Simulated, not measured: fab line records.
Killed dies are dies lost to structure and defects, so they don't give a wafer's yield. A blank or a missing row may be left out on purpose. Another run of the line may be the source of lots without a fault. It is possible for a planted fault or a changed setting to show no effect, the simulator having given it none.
fab line records	flow nand-harc
[record] lots = 14	wafers = 42	last-day = 33
route steps=1302 shown A_CHANNEL_HOLE_D1@466 A_ONON_D2@562 A_CHANNEL_HOLE_D2@571
lots with no fault: from the same line, run without faults
start-h: start of the lot's first displayed wafer, in hours after the record's first day	wait-h: how many hours have passed since the lot's step before this one	" repeats the value in the row above	L1.1+2: a row that stands for several wafers	- no value, or no start given	* or withheld: withheld	< > ~ a bound
route shown NAME@n: NAME is a module with steps in the file, n the number in the route of the first one	usual: mean and standard deviation over wafers with no fault	same: alike in all rows	chamber/n: place in a boat	sites: per-site readings	_std_site: how widely they spread, as a standard deviation	_edge_site: inner sites' mean taken away from outer sites' mean	radius-mm: how far each site lies from the wafer's centre	mask NAME#n: copy n	behind: the most recent tool/chamber to have shaped the wafer	hold: reason for holding the lot/hours on hold/outcome of the hold	device: names the non-switching transistor (n, p or np)	end of line: at the end of the route, the tests of the same wafers	a step given without rows: its recipe and nothing more	killed: the dies lost at the first sort to structure and to defects; this is not the yield of the wafer	map: the dies of a wafer, with x for killed, . for not killed, _ for no die there
set.NAME: setting as actually run; set.NAME@STEP: the setting as run at that earlier step	model.NAME: the simulator's own value behind a step, which no gauge read
route steps across a sampled set of lots; one table per step, one row per wafer
services: from which hour (start-h, from the record's first day; less than 0 if before it) a tool's chamber was out of use, for how many hours, and why
[[steps]]
[step NHARC_A_CHANNEL_HOLE_D1_ETCH_38]
[recipe] target-depth-a = 390	over-etch-frac = 0.3	time-s = 65	ion-energy-ev = 80	cf4-flow-sccm = 150	ar-flow-sccm = 0	rf-w = 300	bias-w = 100	chemistry = CF4
[usual] bias-w = 100.02/0.27	cf4-flow-sccm = 150.0/0.38	drypump-motor-current-A = 5.7/0.31	oes-product-au = 0.998/0.01	rf-vpp-V = 151.3/0.88	showerhead-plenum-p-Torr = 1.78/0.032	throttle-valve-pct = 13.284/0.0089
lot.wafer	tool	chamber	start-h	wait-h	bias-w	cf4-flow-sccm	drypump-motor-current-A	oes-product-au	rf-hours-counter-h	rf-vpp-V	showerhead-plenum-p-Torr	throttle-valve-pct
L478.3	rie-diel-11	3	193.35	0.1	100.00	150.0	5.1	1.009	35	151.0	1.79	13.281
L478.1	"	0	"	"	100.47	150.4	5.7	1.006	35	150.4	1.78	13.284
L478.5	"	1	"	"	99.91	150.2	5.9	1.000	-	150.3	1.76	13.303
L479.1	rie-diel-03	3	194.34	0.2	99.50	150.2	6.0	0.987	8	151.0	1.80	13.290
L479.4	"	1	"	"	100.30	149.8	5.5	0.989	8	150.9	1.76	13.275
L479.5	"	2	"	"	100.14	150.5	5.9	1.010	-	151.2	1.83	13.283
L481.1	rie-diel-11	3	207.66	0.1	100.03	149.9	5.1	0.998	40	151.9	1.78	13.290
L481.2	"	0	"	"	100.45	150.2	5.7	0.999	41	150.4	1.78	13.285
L481.5	"	0	"	"	100.49	150.7	5.7	1.000	-	150.0	1.78	13.296
L483.4	rie-diel-07	2	237.04	0.1	100.28	150.4	5.4	1.007	38	151.9	1.88	13.272
L483.6	"	3	"	"	100.11	149.6	5.0	1.002	-	150.6	1.76	13.276
L483.5	"	0	"	"	100.17	150.1	6.3	1.003	-	151.3	1.74	13.283
L484.2	rie-diel-03	1	256.94	0.1	100.32	149.2	5.5	0.994	12	151.7	1.76	13.287
L484.4	"	0	"	"	100.03	150.1	5.6	0.992	12	151.7	1.78	13.285
L484.5	"	2	"	"	99.98	149.6	5.9	1.013	-	152.6	1.83	13.280
L489.2	rie-diel-03	1	295.63	0.1	100.09	150.2	5.5	0.999	0	151.1	1.76	13.266
L489.1	"	2	"	"	99.64	150.1	5.9	1.019	0	150.4	1.83	13.291
L489.5	"	0	"	"	100.27	150.4	5.6	0.996	-	152.1	1.78	13.268
L490.1	rie-diel-03	1	306.19	0.1	99.95	149.7	5.5	1.007	1	152.2	1.76	13.276
L490.2	"	2	"	"	100.23	150.0	5.9	1.009	1	151.7	1.83	13.290
L490.6	"	3	"	"	100.15	149.3	6.0	0.989	-	151.6	1.79	13.283
L491.3	rie-diel-11	0	328.27	0.1	100.32	149.8	5.7	0.981	20	149.1	1.77	13.277
L491.2	"	2	"	"	99.98	151.0	5.3	1.008	21	150.3	1.74	13.271
L491.6	"	0	"	"	100.54	149.8	5.7	0.978	-	151.6	1.77	13.273
L492.2	rie-diel-11	2	330.13	0.1	99.81	150.2	5.4	0.999	22	149.9	1.74	13.282
L492.4	"	3	"	"	100.17	149.5	5.1	1.003	23	151.0	1.77	13.299
L492.6	"	2	"	"	100.16	150.1	5.4	1.001	-	151.4	1.74	13.286
L494.3	rie-diel-11	2	354.76	0.1	99.78	149.9	5.4	1.003	32	150.4	1.73	13.267
L494.5	"	0	"	"	99.92	150.1	5.7	0.976	-	152.2	1.77	13.289
L494.6	"	1	"	"	99.80	149.9	5.8	1.011	-	152.3	1.74	13.281
L496.4	rie-diel-03	0	372.45	0.1	100.31	149.8	5.6	0.999	7	150.9	1.77	13.284
L496.5	"	0	"	"	100.08	150.0	5.6	1.004	-	151.1	1.77	13.292
L496.6	"	1	"	"	99.69	150.2	5.5	0.992	-	149.7	1.76	13.288
L497.2	rie-diel-03	3	391.08	0.1	100.11	149.2	6.0	0.991	8	150.5	1.79	13.287
L497.5	"	3	"	"	100.39	149.8	6.0	0.985	-	152.9	1.79	13.299
L497.6	"	1	"	"	100.30	149.7	5.5	0.995	-	151.6	1.76	13.287
L498.1	rie-diel-07	0	391.21	0.1	99.64	150.1	6.3	1.009	30	150.5	1.72	13.284
L498.2	"	3	"	"	99.94	150.3	5.0	1.008	22	150.9	1.75	13.280
L498.6	"	1	"	"	99.72	150.2	6.1	0.996	-	151.1	1.74	13.262
L500.1	rie-diel-03	2	408.78	0.1	99.82	149.9	5.9	1.003	7	151.6	1.83	13.276
L500.3	"	3	"	"	100.21	150.4	6.0	0.980	10	150.7	1.79	13.304
L500.4	"	1	"	"	99.72	149.4	5.5	0.996	-	152.5	1.76	13.305
[step NHARC_A_CHANNEL_HOLE_D1_INSPECT_40]
[usual] raw-defect-count = 74/26
lot.wafer	tool	chamber	start-h	wait-h	raw-defect-count
L478.1	defect-inspect-02	-	200.19	-	49
L478.3	"	-	"	"	40
L478.5	"	-	"	"	30
L479.1	defect-inspect-01	-	201.43	-	83
L479.4	"	-	"	"	101
L479.5	"	-	"	"	90
L481.1	defect-inspect-02	-	216.25	-	32
L481.2	"	-	"	"	38
L481.5	"	-	"	"	28
L483.4	defect-inspect-01	-	244.98	-	84
L483.5	"	-	"	"	59
L483.6	"	-	"	"	71
L484.2	defect-inspect-01	-	263.74	-	45
L484.4	"	-	"	"	60
L484.5	"	-	"	"	59
L489.1	defect-inspect-01	-	302.47	-	112
L489.2	"	-	"	"	141
L489.5	"	-	"	"	102
L490.1	defect-inspect-01	-	312.98	-	107
L490.2	"	-	"	"	113
L490.6	"	-	"	"	94
L491.2	defect-inspect-02	-	335.07	-	68
L491.3	"	-	"	"	57
L491.6	"	-	"	"	55
L492.2	defect-inspect-01	-	337.09	-	97
L492.4	"	-	"	"	122
L492.6	"	-	"	"	90
L494.3	defect-inspect-02	-	361.70	-	87
L494.5	"	-	"	"	97
L494.6	"	-	"	"	85
L496.4	defect-inspect-01	-	388.05	-	59
L496.5	"	-	"	"	60
L496.6	"	-	"	"	57
L497.2	defect-inspect-01	-	403.57	-	79
L497.5	"	-	"	"	73
L497.6	"	-	"	"	79
L498.1	defect-inspect-01	-	404.84	-	43
L498.2	"	-	"	"	67
L498.6	"	-	"	"	69
L500.1	defect-inspect-01	-	419.59	-	44
L500.3	"	-	"	"	52
L500.4	"	-	"	"	51
[step NHARC_A_ONON_D2_DEP_25]
[recipe] target-thk-a = 10000	n2-flow-sccm = 2750	n2o-flow-sccm = 2000	nh3-flow-sccm = 500	sih4-flow-sccm = 210	temp-c = 400
[usual] nh3-flow-sccm = 499.9/1.5
lot.wafer	tool	chamber	start-h	wait-h	nh3-flow-sccm
L478.1	pecvd-onon-01	0	295.65	0.1	498.4
L478.3	"	0	"	"	498.9
L478.5	"	0	"	"	499.0
L479.1	pecvd-onon-02	0	295.66	0.1	498.7
L479.4	"	0	"	"	501.5
L479.5	"	0	"	"	499.0
L481.1	pecvd-onon-02	0	316.78	0.1	501.6
L481.2	"	0	"	"	500.8
L481.5	"	0	"	"	498.6
L483.4	pecvd-onon-04	0	342.43	0.2	502.0
L483.5	"	0	"	"	499.1
L483.6	"	0	"	"	501.4
L484.2	pecvd-onon-01	0	372.78	0.1	501.1
L484.4	"	0	"	"	496.6
L484.5	"	0	"	"	499.4
L489.1	pecvd-onon-01	0	404.23	0.1	502.3
L489.2	"	0	"	"	501.0
L489.5	"	0	"	"	501.6
L490.1	pecvd-onon-01	0	411.82	0.1	501.1
L490.2	"	0	"	"	499.3
L490.6	"	0	"	"	500.0
L491.2	pecvd-onon-02	0	443.03	0.1	503.3
L491.3	"	0	"	"	504.6
L491.6	"	0	"	"	502.4
L492.2	pecvd-onon-04	0	443.04	0.1	497.9
L492.4	"	0	"	"	499.8
L492.6	"	0	"	"	498.3
L494.3	pecvd-onon-04	0	457.34	0.2	501.0
L494.5	"	0	"	"	500.9
L494.6	"	0	"	"	501.3
L496.4	pecvd-onon-01	0	486.00	0.2	499.4
L496.5	"	0	"	"	497.1
L496.6	"	0	"	"	499.5
L498.1	pecvd-onon-01	0	501.81	0.1	502.2
L498.2	"	0	"	"	499.5
L498.6	"	0	"	"	502.6
L497.2	pecvd-onon-02	0	501.86	0.1	499.7
L497.5	"	0	"	"	500.2
L497.6	"	0	"	"	500.6
L500.1	pecvd-onon-01	0	514.86	0.1	499.7
L500.3	"	0	"	"	498.4
L500.4	"	0	"	"	499.9
[step NHARC_A_ONON_D2_THK_MEAS_27]
[recipe] thk-meas-gauge = ellipsometry
[usual] thk-nm = 1000/9.2
lot.wafer	tool	chamber	start-h	wait-h	thk-nm
L478.1	film-metro-01	-	296.16	-	1002
L478.3	"	-	"	"	1004
L478.5	"	-	"	"	1003
L479.1	film-metro-02	-	296.17	-	1008
L479.4	"	-	"	"	1009
L479.5	"	-	"	"	1010
L481.1	film-metro-02	-	317.29	-	1007
L481.2	"	-	"	"	1006
L481.5	"	-	"	"	1007
L483.4	film-metro-02	-	342.76	-	1006
L483.5	"	-	"	"	1004
L483.6	"	-	"	"	1004
L484.2	film-metro-01	-	373.24	-	994
L484.4	"	-	"	"	995
L484.5	"	-	"	"	993
L489.1	film-metro-02	-	404.74	-	991
L489.2	"	-	"	"	640
L489.5	"	-	"	"	990
L490.1	film-metro-01	-	412.33	-	1015
L490.2	"	-	"	"	664
L490.6	"	-	"	"	1013
L491.2	film-metro-01	-	443.48	-	995
L491.3	"	-	"	"	996
L491.6	"	-	"	"	993
L492.2	film-metro-02	-	443.49	-	997
L492.4	"	-	"	"	995
L492.6	"	-	"	"	997
L494.3	film-metro-01	-	457.73	-	992
L494.5	"	-	"	"	993
L494.6	"	-	"	"	992
L496.4	film-metro-01	-	486.34	-	992
L496.5	"	-	"	"	992
L496.6	"	-	"	"	991
L498.1	film-metro-02	-	502.31	-	1000
L498.2	"	-	"	"	1000
L498.6	"	-	"	"	1002
L497.2	film-metro-01	-	502.32	-	998
L497.5	"	-	"	"	996
L497.6	"	-	"	"	997
L500.1	film-metro-02	-	515.37	-	986
L500.3	"	-	"	"	985
L500.4	"	-	"	"	985
[step NHARC_A_CHANNEL_HOLE_D2_DEP_01]
[recipe] target-thk-a = 1400	target-thk-nm = 140	temp-c = 400	pressure-torr = 3.5	flow-sccm = 200	rf-w = 350	material = SiON
[usual] heater-power-w = 766/90
lot.wafer	tool	chamber	start-h	wait-h	heater-power-w
L478.3	pecvd-04	2	300.84	1.0	962
L478.1	"	1	"	"	748
L478.5	"	0	"	"	665
L479.1	pecvd-02	1	301.11	1.6	846
L479.4	"	2	"	"	657
L479.5	"	1	"	"	875
L481.2	pecvd-02	2	320.99	1.3	673
L481.1	"	0	"	"	832
L481.5	"	0	"	"	816
L483.4	pecvd-01	1	346.31	0.8	700
L483.6	"	2	"	"	715
L483.5	"	0	"	"	757
L484.2	pecvd-04	0	381.65	1.3	686
L484.4	"	2	"	"	936
L484.5	"	0	"	"	667
L489.1	pecvd-04	1	409.71	1.6	742
L489.5	"	2	"	"	925
L490.1	pecvd-04	0	415.47	1.6	770
L490.6	"	2	"	"	904
L492.2	pecvd-04	2	447.01	1.4	934
L492.4	"	1	"	"	776
L492.6	"	2	"	"	925
L491.2	pecvd-02	2	447.08	1.4	631
L491.3	"	1	"	"	799
L491.6	"	0	"	"	826
L494.3	pecvd-02	2	461.30	1.0	647
L494.6	"	0	"	"	779
L494.5	"	1	"	"	838
L496.6	pecvd-01	2	489.61	0.1	590
L496.5	"	0	"	"	732
L496.4	"	1	"	"	727
L498.2	pecvd-04	0	505.43	1.3	764
L498.1	"	1	"	"	787
L498.6	"	2	"	"	918
L497.2	pecvd-02	0	506.89	1.3	843
L497.5	"	0	"	"	851
L497.6	"	2	"	"	712
L500.1	pecvd-01	1	518.43	1.6	821
L500.3	"	0	"	"	737
L500.4	"	2	"	"	757
[[services]]
tool	chamber	start-h	hours	kind
rie-diel-11	3	219.02	2.5	repair
pecvd-02	-	227.63	13.0	pm
rie-diel-11	0	245.17	6.2	repair
rie-diel-11	-	255.55	9.0	pm
pecvd-04	-	269.04	13.0	pm
pecvd-onon-01	-	269.67	13.0	pm
rie-diel-11	-	276.35	1.8	repair
rie-diel-03	-	281.30	9.0	pm
rie-diel-11	0	334.16	9.1	repair
pecvd-02	-	337.71	0.7	repair
pecvd-04	-	361.43	4.7	repair
rie-diel-11	-	369.59	0.5	repair
pecvd-02	-	384.86	1.8	repair
rie-diel-03	2	389.13	8.5	repair
pecvd-02	-	408.63	13.0	pm
rie-diel-11	-	432.55	9.0	pm
pecvd-02	2	440.83	4.9	repair
pecvd-04	-	450.04	13.0	pm
pecvd-onon-01	-	450.67	13.0	pm
rie-diel-03	0	453.88	6.7	repair
rie-diel-03	1	455.48	5.2	repair
rie-diel-03	2	456.07	6.8	repair
rie-diel-03	-	458.32	9.0	pm
rie-diel-03	3	471.07	6.6	repair
[[key]]
[first-sign] step = NHARC_A_ONON_D2_THK_MEAS_27	reading = thk-nm	direction = down	sigmas = 38	usual = 1000	struck = 652
effect none on later readings
met-at NHARC_A_ONON_D2_DEP_25
struck-lots L489,L490
struck-wafers L489.2,L490.2
later-rows-left-out L489.2,L490.2
sort-left-out L489.2,L490.2
tester-left-out L489,L490
not-acting-at NHARC_A_CHANNEL_HOLE_D1_ETCH_38,NHARC_A_CHANNEL_HOLE_D1_INSPECT_40,NHARC_A_CHANNEL_HOLE_D2_DEP_01
onset-between 372.78 404.23
[fault] kind = process-parameter-drift	tool = pecvd-onon-01	chamber = -	onset-h = 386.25	steps = NHARC_A_ONON_D2_DEP_25	channel = target-thk-a	offset = *	shape = step	end-h = 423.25	scope = struck-wafers-only	acts-in = *	stated = *
// tester-left-out: of these lots the tester's yield and bins aren't shown, on N5 and GAA mostly nor the transistor test; their killed dies are dies lost to structure and defects alone, not to doping, threshold or leakage, so they don't give the yield
// sort-left-out: the simulated sort isn't trusted on such a fault, so these wafers' sort isn't shown, and their yield isn't known
// later-rows-left-out: the simulator's readings of these wafers behind a module that went badly wrong aren't trusted and aren't shown, but for the sort
